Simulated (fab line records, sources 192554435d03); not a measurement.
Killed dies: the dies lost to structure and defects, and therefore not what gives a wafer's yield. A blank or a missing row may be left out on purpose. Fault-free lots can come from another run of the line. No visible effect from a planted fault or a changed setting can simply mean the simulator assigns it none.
Lot-split experiment || flow n5-finfet || 7 lots, 39 wafers read, on a route of 1938 steps

ON THE SPLIT
At N5_ZERO_LAYER_ETCH_18 (etches Si in HBr/Cl2, target depth 120 nm, time 40 s), the setting target-depth-a was moved away from the recipe's 1200 angstrom on 15 of the 39 wafers read, by -40.3% to +26.1%. This setting was run at the recipe's value on the other wafers.

The split's own step is where the reading is taken.

THE READING
coat_of_ZERO_LAYER_COAT_05.thk-nm (the simulator's own value, which no gauge read), in nm, at N5_ZERO_LAYER_ETCH_18 (etches Si in HBr/Cl2, target depth 120 nm, time 40 s). The file does not state a usual value for it. Across the 24 wafers here that went through the recipe, the average is 931.8 nm and the standard deviation 2.9 nm.

{"wafer": "L080.1", "tool, chamber at the split": "rie-si-05, 0", "target-depth-a as run, angstrom": 716, "against the recipe": "-40.3%", "coat_of_ZERO_LAYER_COAT_05.thk-nm, nm": 948.3, "against lot-mates on the recipe": "+16.5"}
{"wafer": "L080.2", "tool, chamber at the split": "rie-si-05, 2", "target-depth-a as run, angstrom": 1200, "against the recipe": "recipe", "coat_of_ZERO_LAYER_COAT_05.thk-nm, nm": 930.3, "against lot-mates on the recipe": "-"}
{"wafer": "L080.3", "tool, chamber at the split": "rie-si-05, 3", "target-depth-a as run, angstrom": 1200, "against the recipe": "recipe", "coat_of_ZERO_LAYER_COAT_05.thk-nm, nm": 932.5, "against lot-mates on the recipe": "-"}
{"wafer": "L080.4", "tool, chamber at the split": "rie-si-05, 1", "target-depth-a as run, angstrom": 716, "against the recipe": "-40.3%", "coat_of_ZERO_LAYER_COAT_05.thk-nm, nm": 946.4, "against lot-mates on the recipe": "+14.6"}
{"wafer": "L080.5", "tool, chamber at the split": "rie-si-05, 0", "target-depth-a as run, angstrom": 1200, "against the recipe": "recipe", "coat_of_ZERO_LAYER_COAT_05.thk-nm, nm": 932.7, "against lot-mates on the recipe": "-"}
{"wafer": "L080.6", "tool, chamber at the split": "rie-si-05, 1", "target-depth-a as run, angstrom": 716, "against the recipe": "-40.3%", "coat_of_ZERO_LAYER_COAT_05.thk-nm, nm": 943.5, "against lot-mates on the recipe": "+11.7"}
{"wafer": "L081.1", "tool, chamber at the split": "rie-si-06, 2", "target-depth-a as run, angstrom": 999.8, "against the recipe": "-16.7%", "coat_of_ZERO_LAYER_COAT_05.thk-nm, nm": 940.6, "against lot-mates on the recipe": "+4.5"}
{"wafer": "L081.2", "tool, chamber at the split": "rie-si-06, 0", "target-depth-a as run, angstrom": 1200, "against the recipe": "recipe", "coat_of_ZERO_LAYER_COAT_05.thk-nm, nm": 934.9, "against lot-mates on the recipe": "-"}
{"wafer": "L081.3", "tool, chamber at the split": "rie-si-06, 1", "target-depth-a as run, angstrom": 999.8, "against the recipe": "-16.7%", "coat_of_ZERO_LAYER_COAT_05.thk-nm, nm": 940.6, "against lot-mates on the recipe": "+4.5"}
{"wafer": "L081.4", "tool, chamber at the split": "rie-si-06, 0", "target-depth-a as run, angstrom": 1200, "against the recipe": "recipe", "coat_of_ZERO_LAYER_COAT_05.thk-nm, nm": 937.3, "against lot-mates on the recipe": "-"}
{"wafer": "L081.5", "tool, chamber at the split": "rie-si-06, 2", "target-depth-a as run, angstrom": 1200, "against the recipe": "recipe", "coat_of_ZERO_LAYER_COAT_05.thk-nm, nm": 936.2, "against lot-mates on the recipe": "-"}
{"wafer": "L081.6", "tool, chamber at the split": "rie-si-06, 1", "target-depth-a as run, angstrom": 999.8, "against the recipe": "-16.7%", "coat_of_ZERO_LAYER_COAT_05.thk-nm, nm": 940.5, "against lot-mates on the recipe": "+4.4"}
{"wafer": "L084.1", "tool, chamber at the split": "rie-si-06, 1", "target-depth-a as run, angstrom": 1200, "against the recipe": "recipe", "coat_of_ZERO_LAYER_COAT_05.thk-nm, nm": 933.5, "against lot-mates on the recipe": "-"}
{"wafer": "L084.2", "tool, chamber at the split": "rie-si-06, 3", "target-depth-a as run, angstrom": 1200, "against the recipe": "recipe", "coat_of_ZERO_LAYER_COAT_05.thk-nm, nm": 933.7, "against lot-mates on the recipe": "-"}
{"wafer": "L084.3", "tool, chamber at the split": "rie-si-06, 0", "target-depth-a as run, angstrom": 1200, "against the recipe": "recipe", "coat_of_ZERO_LAYER_COAT_05.thk-nm, nm": 935.3, "against lot-mates on the recipe": "-"}
{"wafer": "L084.4", "tool, chamber at the split": "rie-si-06, 3", "target-depth-a as run, angstrom": 1200, "against the recipe": "recipe", "coat_of_ZERO_LAYER_COAT_05.thk-nm, nm": 933, "against lot-mates on the recipe": "-"}
{"wafer": "L084.5", "tool, chamber at the split": "rie-si-06, 0", "target-depth-a as run, angstrom": 1200, "against the recipe": "recipe", "coat_of_ZERO_LAYER_COAT_05.thk-nm, nm": 934, "against lot-mates on the recipe": "-"}
{"wafer": "L084.6", "tool, chamber at the split": "rie-si-06, 1", "target-depth-a as run, angstrom": 1200, "against the recipe": "recipe", "coat_of_ZERO_LAYER_COAT_05.thk-nm, nm": 933.6, "against lot-mates on the recipe": "-"}
{"wafer": "L086.1", "tool, chamber at the split": "rie-si-05, 0", "target-depth-a as run, angstrom": 1200, "against the recipe": "recipe", "coat_of_ZERO_LAYER_COAT_05.thk-nm, nm": 931.4, "against lot-mates on the recipe": "-"}
{"wafer": "L086.2", "tool, chamber at the split": "rie-si-05, 2", "target-depth-a as run, angstrom": 884.1, "against the recipe": "-26.3%", "coat_of_ZERO_LAYER_COAT_05.thk-nm, nm": 941.2, "against lot-mates on the recipe": "+9.7"}
{"wafer": "L086.3", "tool, chamber at the split": "rie-si-05, 1", "target-depth-a as run, angstrom": 1200, "against the recipe": "recipe", "coat_of_ZERO_LAYER_COAT_05.thk-nm, nm": 933.6, "against lot-mates on the recipe": "-"}
{"wafer": "L086.4", "tool, chamber at the split": "rie-si-05, 3", "target-depth-a as run, angstrom": 884.1, "against the recipe": "-26.3%", "coat_of_ZERO_LAYER_COAT_05.thk-nm, nm": 941.3, "against lot-mates on the recipe": "+9.8"}
{"wafer": "L086.5", "tool, chamber at the split": "rie-si-05, 2", "target-depth-a as run, angstrom": 884.1, "against the recipe": "-26.3%", "coat_of_ZERO_LAYER_COAT_05.thk-nm, nm": 946.4, "against lot-mates on the recipe": "+14.9"}
{"wafer": "L086.6", "tool, chamber at the split": "rie-si-05, 3", "target-depth-a as run, angstrom": 1200, "against the recipe": "recipe", "coat_of_ZERO_LAYER_COAT_05.thk-nm, nm": 929.6, "against lot-mates on the recipe": "-"}
{"wafer": "L087.1", "tool, chamber at the split": "rie-si-06, 0", "target-depth-a as run, angstrom": 1513, "against the recipe": "+26.1%", "coat_of_ZERO_LAYER_COAT_05.thk-nm, nm": 916.6, "against lot-mates on the recipe": -12.9}
{"wafer": "L087.2", "tool, chamber at the split": "rie-si-06, 2", "target-depth-a as run, angstrom": 1200, "against the recipe": "recipe", "coat_of_ZERO_LAYER_COAT_05.thk-nm, nm": 930.5, "against lot-mates on the recipe": "-"}
{"wafer": "L087.3", "tool, chamber at the split": "rie-si-06, 3", "target-depth-a as run, angstrom": 1513, "against the recipe": "+26.1%", "coat_of_ZERO_LAYER_COAT_05.thk-nm, nm": 923.1, "against lot-mates on the recipe": -6.4}
{"wafer": "L087.4", "tool, chamber at the split": "rie-si-06, 1", "target-depth-a as run, angstrom": 1513, "against the recipe": "+26.1%", "coat_of_ZERO_LAYER_COAT_05.thk-nm, nm": 921.9, "against lot-mates on the recipe": -7.6}
{"wafer": "L087.5", "tool, chamber at the split": "rie-si-06, 0", "target-depth-a as run, angstrom": 1200, "against the recipe": "recipe", "coat_of_ZERO_LAYER_COAT_05.thk-nm, nm": 929, "against lot-mates on the recipe": "-"}
{"wafer": "L087.6", "tool, chamber at the split": "rie-si-06, 1", "target-depth-a as run, angstrom": 1200, "against the recipe": "recipe", "coat_of_ZERO_LAYER_COAT_05.thk-nm, nm": 929, "against lot-mates on the recipe": "-"}
{"wafer": "L093.1", "tool, chamber at the split": "rie-si-04, 1", "target-depth-a as run, angstrom": 1200, "against the recipe": "recipe", "coat_of_ZERO_LAYER_COAT_05.thk-nm, nm": 928.2, "against lot-mates on the recipe": "-"}
{"wafer": "L093.2", "tool, chamber at the split": "rie-si-04, 2", "target-depth-a as run, angstrom": 1200, "against the recipe": "recipe", "coat_of_ZERO_LAYER_COAT_05.thk-nm, nm": 930.5, "against lot-mates on the recipe": "-"}
{"wafer": "L093.3", "tool, chamber at the split": "rie-si-04, 3", "target-depth-a as run, angstrom": 1200, "against the recipe": "recipe", "coat_of_ZERO_LAYER_COAT_05.thk-nm, nm": 930.2, "against lot-mates on the recipe": "-"}
{"wafer": "L093.4", "tool, chamber at the split": "rie-si-04, 0", "target-depth-a as run, angstrom": 1478, "against the recipe": "+23.2%", "coat_of_ZERO_LAYER_COAT_05.thk-nm, nm": 923.7, "against lot-mates on the recipe": -5.9}
{"wafer": "L093.5", "tool, chamber at the split": "rie-si-04, 0", "target-depth-a as run, angstrom": 1478, "against the recipe": "+23.2%", "coat_of_ZERO_LAYER_COAT_05.thk-nm, nm": 921.5, "against lot-mates on the recipe": -8.1}
{"wafer": "L093.6", "tool, chamber at the split": "rie-si-04, 1", "target-depth-a as run, angstrom": 1478, "against the recipe": "+23.2%", "coat_of_ZERO_LAYER_COAT_05.thk-nm, nm": 918.4, "against lot-mates on the recipe": -11.2}
{"wafer": "L094.2", "tool, chamber at the split": "rie-si-06, 2", "target-depth-a as run, angstrom": 1200, "against the recipe": "recipe", "coat_of_ZERO_LAYER_COAT_05.thk-nm, nm": 927.6, "against lot-mates on the recipe": "-"}
{"wafer": "L094.4", "tool, chamber at the split": "rie-si-06, 3", "target-depth-a as run, angstrom": 1200, "against the recipe": "recipe", "coat_of_ZERO_LAYER_COAT_05.thk-nm, nm": 930.5, "against lot-mates on the recipe": "-"}
{"wafer": "L094.5", "tool, chamber at the split": "rie-si-06, 0", "target-depth-a as run, angstrom": 1200, "against the recipe": "recipe", "coat_of_ZERO_LAYER_COAT_05.thk-nm, nm": 924.9, "against lot-mates on the recipe": "-"}

THE FIT
A straight line over all 39 wafers: coat_of_ZERO_LAYER_COAT_05.thk-nm changes by -0.409 nm for each +1% of target-depth-a; r = -0.93; the points scatter about the line by 2.8 nm.
The same after taking each lot's own level away (the mean of its wafers on the recipe; 39 wafers): -0.361 nm for each +1%; r = -0.96; scatter 1.8 nm.
Per that fit: largest target-depth-a move, reading shift of 15 nm.
The span of the lots' own levels, 927.67 to 936.13 nm, comes to 2.9 times the standard deviation stated above.
Hence the slope depends on the lot-to-lot level, as the two fits are not the same.
Check: for one of the wafers moved furthest among these (-40.3%), held out of the fit, the line's prediction against its lot-mates is +14.3 nm. Against them it came out at +16.5 nm.

THE WHOLE CHAIN: every reading that the file lists as answering this split, in the file's order
{"step": "N5_ZERO_LAYER_ETCH_18", "what it does": "etches Si in HBr/Cl2, target depth 120 nm, time 40 s", "reading": "etch.depth-nm (the simulator's own value, which no gauge read)", "change (the file's fit)": "+1.2 nm for each +1% of the setting", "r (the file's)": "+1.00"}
{"step": "N5_ZERO_LAYER_ETCH_18", "what it does": "etches Si in HBr/Cl2, target depth 120 nm, time 40 s", "reading": "ZERO_LAYER.feature-depth-nm (the simulator's own value, which no gauge read)", "change (the file's fit)": "+1.2 nm for each +1% of the setting", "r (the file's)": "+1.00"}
{"step": "N5_ZERO_LAYER_ETCH_18", "what it does": "etches Si in HBr/Cl2, target depth 120 nm, time 40 s", "reading": "coat_of_ZERO_LAYER_COAT_05.thk-nm (the simulator's own value, which no gauge read)", "change (the file's fit)": "-0.361 nm for each +1% of the setting", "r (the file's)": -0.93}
{"step": "N5_ZERO_LAYER_STRIP_24", "what it does": "strips in O2", "reading": "strip-time-to-endpoint-s", "change (the file's fit)": "withheld for each +1% of the setting", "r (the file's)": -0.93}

THE FILE'S OWN FIT
coat_of_ZERO_LAYER_COAT_05.thk-nm changes by -0.361 nm for each +1% of target-depth-a, r = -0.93.
